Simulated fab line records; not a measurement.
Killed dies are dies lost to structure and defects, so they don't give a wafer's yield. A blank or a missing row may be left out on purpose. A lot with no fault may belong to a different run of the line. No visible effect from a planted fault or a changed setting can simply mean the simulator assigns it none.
Comparing a struck lot with a sound one -- flow nand-harc -- 15 steps out of a route of 1302
Sound: the wafers L993.2, L993.4, L993.5. Struck: wafer L108.3 (left out: L108.5, a lot-mate that was not struck); the cause follows at the end.
At each step with rows: each side's tool, then ch and its chambers, then its first start. Under that, the readings that differ: sound wafers -- struck wafers -- difference of the means -- sigmas: that difference in standard deviations of wafers without a fault.
alike: readings with means less than 2 such deviations apart, plus words and numbers identical on both sides. not compared: withheld readings, readings lacking a value on some wafer, bounds such as >300 that could conceal the same value, and numbers that have no deviation in the record and whose values overlap.
The two part at a step that has a row with sigmas, a row that says differs or no value, or rows on one side only. Numbers that don't overlap but have no deviation are shown without sigmas and don't part them. Lack of a reading on every wafer of one side parts them only where that side has two or more wafers.

first, 8 steps without rows for these wafers: NHARC_P_CONTACT_COAT_33 (time 75 s); NHARC_P_CONTACT_COAT_34 (time 65 s); NHARC_P_CONTACT_COAT_06 (resist thk 90 nm); NHARC_P_CONTACT_SOFTBAKE_07 (time 55 s); NHARC_P_CONTACT_EBR_08; NHARC_P_CONTACT_EXPOSE_09 (exposes mask P CA, target cd 90 nm); NHARC_P_CONTACT_PEB_10 (peb time 65 s); NHARC_P_CONTACT_DEVELOP_11 (develop time 35 s).
NHARC_P_CONTACT_CD_MEAS_12: the cd target is 90 nm.
  sound on cd-sem-01 ch 0, day 6 21:26; struck on cd-sem-03 ch 0, day 12 23:46
  alike: cd-nm
NHARC_P_CONTACT_OVL_MEAS_13:
  struck on overlay-02, day 12 23:50; sound on overlay-01, day 6 21:31
  alike: overlay-x-nm, overlay-y-nm
NHARC_P_CONTACT_INSPECT_14:
  struck on defect-inspect-01, day 12 23:53; sound on defect-inspect-01, day 6 21:34
  alike: raw-defect-count
NHARC_P_CONTACT_DESCUM_17: chemistry O2, time 3 s.
  sound on rie-diel-08 ch 0,2, day 6 21:37; struck on rie-diel-08 ch 2, day 12 23:57
  alike: drypump-motor-current-A, oes-product-au, rf-vpp-V, showerhead-plenum-p-Torr, throttle-valve-pct
  not compared: rf-hours-counter-h
NHARC_P_CONTACT_ETCH_35: etches the open film in CF4, target depth 39 nm, time 65 s.
  sound on rie-diel-08 ch 0,3, day 6 21:42; struck on rie-diel-08 ch 2, day 13 00:02
reading,sound,struck,difference,sigmas
over-etch-frac,0.3 0.3 0.3,0.51278,+0.21278,
  alike: drypump-motor-current-A, oes-product-au, rf-vpp-V, showerhead-plenum-p-Torr, throttle-valve-pct
  not compared: rf-hours-counter-h
NHARC_P_CONTACT_ETCH_36: etches the open film in N2/H2, target depth 260 nm, time 406.25 s.
  sound on rie-diel-08 ch 1,2,3; struck on rie-diel-08 ch 3
  alike: drypump-motor-current-A, n2-flow-sccm, oes-product-au, rf-vpp-V, showerhead-plenum-p-Torr, throttle-valve-pct
  not compared: over-etch-frac, rf-hours-counter-h
-- jump in the record: it breaks off in module P_CONTACT and resumes in module END (first step shown: number 1302 of the route), and 18 days separate the struck wafers' starts before and after --
NHARC_END_SORT_01:
  at this point the record logs the struck wafers (prober-01 ch 0, day 30 15:28) and has no rows for the sound ones

WHERE THEY PART
Only at NHARC_END_SORT_01, as far as this record shows.

WHY: whatever the simulator had introduced
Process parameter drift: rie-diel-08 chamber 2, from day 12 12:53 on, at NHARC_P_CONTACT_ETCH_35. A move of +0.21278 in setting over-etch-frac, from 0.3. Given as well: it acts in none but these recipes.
